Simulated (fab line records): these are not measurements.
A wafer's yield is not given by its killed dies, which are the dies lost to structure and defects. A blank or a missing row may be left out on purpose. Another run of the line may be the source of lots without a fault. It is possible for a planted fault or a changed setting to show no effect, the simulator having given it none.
Matching of chambers :: flow n5Finfet :: N5_BEOL_M0_ETCH_128 on rieDiel-05 has 4 sister chambers
The step etches SiCN in CF4/N2, target depth 12 nm, overetch 5.1 nm, time 21.4 s. 18 wafers are shown with their chamber, then 9 later ones without.

EACH WAFER AND ITS CHAMBER
wafer: L082.3
chamber: 2
drypumpMotorCurrentA (A): 5.1
showerheadPlenumPTorr (Torr): 2.30
throttleValvePct (%): 15.43

wafer: L082.4
chamber: 2
drypumpMotorCurrentA (A): 5.1
showerheadPlenumPTorr (Torr): 2.30
throttleValvePct (%): 15.41

wafer: L082.6
chamber: 0
drypumpMotorCurrentA (A): 5.7
showerheadPlenumPTorr (Torr): 2.09
throttleValvePct (%): 15.66

wafer: L083.2
chamber: 1
drypumpMotorCurrentA (A): 6.0
showerheadPlenumPTorr (Torr): 2.17
throttleValvePct (%): 15.11

wafer: L083.4
chamber: 0
drypumpMotorCurrentA (A): 5.7
showerheadPlenumPTorr (Torr): 2.08
throttleValvePct (%): 15.65

wafer: L083.6
chamber: 1
drypumpMotorCurrentA (A): 6.1
showerheadPlenumPTorr (Torr): 2.17
throttleValvePct (%): 15.08

wafer: L085.1
chamber: 2
drypumpMotorCurrentA (A): 5.1
showerheadPlenumPTorr (Torr): 2.29
throttleValvePct (%): 15.46

wafer: L085.2
chamber: 0
drypumpMotorCurrentA (A): 5.7
showerheadPlenumPTorr (Torr): 2.08
throttleValvePct (%): 15.69

wafer: L085.5
chamber: 0
drypumpMotorCurrentA (A): 5.7
showerheadPlenumPTorr (Torr): 2.08
throttleValvePct (%): 15.69

wafer: L087.1
chamber: 0
drypumpMotorCurrentA (A): 5.7
showerheadPlenumPTorr (Torr): 2.08
throttleValvePct (%): 15.70

wafer: L087.4
chamber: 0
drypumpMotorCurrentA (A): 5.7
showerheadPlenumPTorr (Torr): 2.08
throttleValvePct (%): 15.68

wafer: L087.5
chamber: 1
drypumpMotorCurrentA (A): 6.1
showerheadPlenumPTorr (Torr): 2.16
throttleValvePct (%): 15.10

wafer: L088.2
chamber: 1
drypumpMotorCurrentA (A): 6.1
showerheadPlenumPTorr (Torr): 2.16
throttleValvePct (%): 15.12

wafer: L088.4
chamber: 3
drypumpMotorCurrentA (A): 5.6
showerheadPlenumPTorr (Torr): 2.19
throttleValvePct (%): 15.77

wafer: L088.5
chamber: 2
drypumpMotorCurrentA (A): 5.1
showerheadPlenumPTorr (Torr): 2.29
throttleValvePct (%): 15.44

wafer: L091.1
chamber: 1
drypumpMotorCurrentA (A): 6.0
showerheadPlenumPTorr (Torr): 2.16
throttleValvePct (%): 15.12

wafer: L091.5
chamber: 2
drypumpMotorCurrentA (A): 5.1
showerheadPlenumPTorr (Torr): 2.29
throttleValvePct (%): 15.47

wafer: L091.6
chamber: 1
drypumpMotorCurrentA (A): 6.0
showerheadPlenumPTorr (Torr): 2.16
throttleValvePct (%): 15.13

SIGNATURES (averages over the wafers above)
reading: drypumpMotorCurrentA
chamber 0: 5.700
chamber 1: 6.050
chamber 2: 5.100
chamber 3: 5.600
scatter within a chamber: 0.0327

reading: showerheadPlenumPTorr
chamber 0: 2.0817
chamber 1: 2.1633
chamber 2: 2.2940
chamber 3: 2.1900
scatter within a chamber: 0.0049

reading: throttleValvePct
chamber 0: 15.6783
chamber 1: 15.1100
chamber 2: 15.4420
chamber 3: 15.7700
scatter within a chamber: 0.0203
Rule: a wafer lies at a distance from a chamber equal to the root of the sum of squares, over the readings, of (its reading less the chamber's mean, divided by the reading's scatter). The wafer belongs to the nearest chamber; if the next one is less than 2 further off, it can't be placed. The scatter: the root of (the sum of the squares of (reading less its chamber's mean) over the shown wafers, divided by (wafers less chambers)).

WAFERS WHOSE CHAMBER IS MISSING
wafer: L092.1
drypumpMotorCurrentA (A): 5.1
showerheadPlenumPTorr (Torr): 2.29
throttleValvePct (%): 15.48

wafer: L092.3
drypumpMotorCurrentA (A): 5.1
showerheadPlenumPTorr (Torr): 2.29
throttleValvePct (%): 15.49

wafer: L092.4
drypumpMotorCurrentA (A): 6.1
showerheadPlenumPTorr (Torr): 2.16
throttleValvePct (%): 15.15

wafer: L094.2
drypumpMotorCurrentA (A): 5.7
showerheadPlenumPTorr (Torr): 2.34
throttleValvePct (%): 15.16

wafer: L094.4
drypumpMotorCurrentA (A): 6.1
showerheadPlenumPTorr (Torr): 2.16
throttleValvePct (%): 15.13

wafer: L094.5
drypumpMotorCurrentA (A): 5.7
showerheadPlenumPTorr (Torr): 2.34
throttleValvePct (%): 15.17

wafer: L096.1
drypumpMotorCurrentA (A): 5.1
showerheadPlenumPTorr (Torr): 2.29
throttleValvePct (%): 15.49

wafer: L096.4
drypumpMotorCurrentA (A): 5.6
showerheadPlenumPTorr (Torr): 2.18
throttleValvePct (%): 15.30

wafer: L096.5
drypumpMotorCurrentA (A): 5.8
showerheadPlenumPTorr (Torr): 2.34
throttleValvePct (%): 15.18

WHICH CHAMBER EACH WENT THROUGH
wafer: L092.1
from the rows above: 2
in truth: 2

wafer: L092.3
from the rows above: 2
in truth: 2

wafer: L092.4
from the rows above: 1
in truth: 1

wafer: L094.2
from the rows above: 2
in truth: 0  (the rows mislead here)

wafer: L094.4
from the rows above: 1
in truth: 1

wafer: L094.5
from the rows above: 2
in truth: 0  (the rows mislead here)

wafer: L096.1
from the rows above: 2
in truth: 2

wafer: L096.4
from the rows above: 1
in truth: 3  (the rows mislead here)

wafer: L096.5
from the rows above: 2
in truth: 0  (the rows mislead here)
Correct placement for 5 of the 9. Left unplaced by these rows: 0. Wrongly placed: 4.
